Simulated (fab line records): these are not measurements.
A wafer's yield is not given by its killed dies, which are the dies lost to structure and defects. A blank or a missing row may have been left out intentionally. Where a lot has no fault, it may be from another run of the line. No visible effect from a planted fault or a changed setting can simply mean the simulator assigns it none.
Comparing a struck lot with a sound one -- flow nandHarc -- 15 out of 1159 route steps
Sound: wafers L466.4, L466.5, L466.6. Wafers L475.1, L475.2, L475.6 were the ones struck. The cause is given at the end.
Each step with rows lists, per side, the tool, then ch with its chambers, then its first start. Under that, the readings that differ: sound wafers -- struck wafers -- difference of the means -- sigmas: that difference in standard deviations of wafers without a fault.
alike: readings with means less than 2 such deviations apart, plus words and numbers identical on both sides. not compared: withheld readings, readings lacking a value on some wafer, bounds such as >300 that could conceal the same value, and numbers that have no deviation in the record and whose values overlap.
A row with sigmas, a row that says differs or no value, or rows on one side alone: a step with any of these is where the two part. Non-overlapping numbers with no deviation appear without sigmas and do not part them. A reading that every wafer of one side lacks parts them only if that side has two wafers or more.

first, 1 step without rows for these wafers: NHARC_A_CONTACT_ETCH_137 (etches the open film in C4F8/O2/Ar, time 132 s, target depth 1287 nm).
NHARC_A_CONTACT_ETCH_138: etches the open film in C4F8/O2/Ar, time 132 s, target depth 1289 nm.
  sound on harCapEtch-02 ch 0,1, day 18 07:31; struck on harCapEtch-02 ch 0,1, day 20 05:05
  not compared: rfHoursCounterH
NHARC_A_CONTACT_ETCH_139: etches the open film in C4F8/O2/Ar, time 137 s, target depth 590 nm.
  sound on harCapEtch-02 ch 0,1, day 18 07:44; struck on harCapEtch-02 ch 0,1, day 20 05:12
  not compared: rfHoursCounterH
NHARC_A_CONTACT_ETCH_92: etches the open film in CH3F/O2, target depth 40 nm, time 85.7 s.
  sound on rieDiel-01 ch 0,1,2, day 18 08:06; struck on rieDiel-01 ch 0,3, day 20 05:43
  alike: drypumpMotorCurrentA, oesProductAu, rfVppV, showerheadPlenumPTorr, throttleValvePct
  not compared: rfHoursCounterH
NHARC_A_CONTACT_ETCH_98: etches the open film in C4F6/O2, target depth 20 nm, time 10 s.
  sound on rieDiel-01 ch 0,1,3; struck on rieDiel-01 ch 0,1
reading,sound,struck,difference,sigmas
oesProductAu (a.u.),0.931 0.946 0.951,0.989 0.983 0.992,+0.045,+2
  alike: drypumpMotorCurrentA, rfVppV, showerheadPlenumPTorr, throttleValvePct
  not compared: rfHoursCounterH
NHARC_A_CONTACT_CD_MEAS_15:
  sound on cdSem-02 at day 18 08:19; struck on cdSem-01 at day 20 05:58
  alike: cdNm
then, 4 steps without rows for these wafers: NHARC_A_CONTACT_STRIP_107 (strips in N2/H2); NHARC_A_CONTACT_STRIP_108 (strips in CF4/CHF3); NHARC_A_CONTACT_STRIP_109 (strips in O2/COS); NHARC_A_CONTACT_ETCH_110 (etches the open film in CF4/O2, target depth 50 nm, overetch 5 nm, time 27.5 s).
NHARC_A_CONTACT_STRIP_26: strips in O2.
  sound on rieDiel-01 ch 2,3; struck on rieDiel-13 ch 0,1,2
  alike: drypumpMotorCurrentA, oesProductAu, rfVppV, showerheadPlenumPTorr, throttleValvePct
  not compared: rfHoursCounterH
then, 1 step without rows for these wafers: NHARC_A_CONTACT_STRIP_27 (strips in post etch residue remover, time 600 s).
NHARC_A_CONTACT_ALD_18: deposits TiN, target thk 3 nm, pulse time 1 s, ald cycles 150.
  sound on aldMetal-01 ch 1,2, day 18 09:20; struck on aldMetal-04 ch 0,1,3, day 20 06:55
  no value came back on the struck wafers for aldCycles, heaterPowerOuterW (W), heaterPowerW (W), precursorPulseHeightRel; on the sound wafers aldCycles reads 150 150 150
then, 1 step without rows for these wafers: NHARC_A_CONTACT_CVD_19 (deposits W, target thk 300 nm, time 802 s).
-- record jumps: 2 days between struck wafers' starts before vs after; left off in module A_CONTACT, resumes in module END, first step shown is number 1159 of the route --
NHARC_END_SORT_01:
  sound on prober-02 ch 0, day 20 13:21; struck on prober-01 ch 0, day 22 11:11
reading,sound,struck,difference,sigmas
killedAtArray,10 6 11,674 670 668,+662,+72
killedDies,18 12 14,677 677 677,+662,+68
  alike: killedAtOther, killedAtPeriphery, killedOpen, killedShort

== WHERE THEY PART ==
First at NHARC_A_CONTACT_ETCH_98; last, within this record, at NHARC_END_SORT_01.

WHY: whatever the simulator had introduced
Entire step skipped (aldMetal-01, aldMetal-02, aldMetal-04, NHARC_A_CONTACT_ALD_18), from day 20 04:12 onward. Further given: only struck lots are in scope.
